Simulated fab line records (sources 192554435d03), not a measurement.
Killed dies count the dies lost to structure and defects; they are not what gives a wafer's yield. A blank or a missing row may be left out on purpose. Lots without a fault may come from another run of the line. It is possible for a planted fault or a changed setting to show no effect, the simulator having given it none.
8D (eight disciplines) problem report, filled in by code	flow n5 finfet	the parts of the form that need people (team, actions taken, sign-off) are left out

## 1. WHAT WENT WRONG
spin speed rpm at N5_BEOL_M11_COAT_60 reads a mean of 1550.6 rpm on 9 wafers of 3 lots; wafers without a fault read 1500.0 rpm with a standard deviation of 0.91. Measured from the usual mean, that is +56 standard deviations.
The step: time 60 s, resist thk 30 nm.
First observed at day 11 13:22: wafer L929.1, on litho track-02. The record has a number at this step for 30 wafers belonging to 10 lots. Rule for "out", or "out of limits": more than 4 standard deviations from the usual mean. The rest of the wafers with a number are treated as sound.

## 2. WHAT IT IS, WHAT IT ISN'T
question	is	is not
which readings at this step	spin speed rpm	-
which lots	L929, L930, L931	L925, L928, L938, L941, L943, L944, L946
which wafers of those lots	all that have a number	-
read on which tools	litho track-02	litho track-03, litho track-04
when	from day 11 13:22	up to then (3 sound wafers); but 18 sound wafers of L928, L938, L941, L943, L944, L946 came after

## 3. SUSPECTS, AND WHAT RULES EACH OUT
Counting: a tool at a process step up to the reading stays a suspect if it ran every lot that is out and no sound lot after the first of them.
- litho track-02 at N5_BEOL_M11_COAT_60 (time 60 s, resist thk 30 nm): ruled out as a lasting fault. Sound lots L941, L943, L944 ran on it after its first lot that is out, L929 (day 11 13:22).
Left after counting: nothing in the record.

## 4. THE CAUSE (what the simulator had put in)
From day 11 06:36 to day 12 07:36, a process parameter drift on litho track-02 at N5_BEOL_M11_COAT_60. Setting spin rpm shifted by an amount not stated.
Counting ruled it out, wrongly.

## 5. SEQUENCE OF EFFECTS, ordered by route
Rows list readings where the struck wafers' mean (over those with a number) sits beyond 3 standard deviations from the usual. Scope: only readings with a usual standard deviation given in the record; hours: median across lots of the time from each lot's start at the first step in this table that gives one to its start at this step; sigmas: change in usual standard deviations.
hours	step	reading	usual	on struck wafers	change	sigmas
0	N5_BEOL_M11_COAT_60	spin speed rpm	1500.0 rpm	1550.6	+50.6	+56
It contains these process steps:
- N5_BEOL_M11_COAT_60: time 60 s, resist thk 30 nm.

## 6. HOW IT WOULD HAVE BEEN CAUGHT EARLIER
7 hours passed between the start of the fault at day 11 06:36 and the first reading out of limits in this record, taken at day 11 13:22.
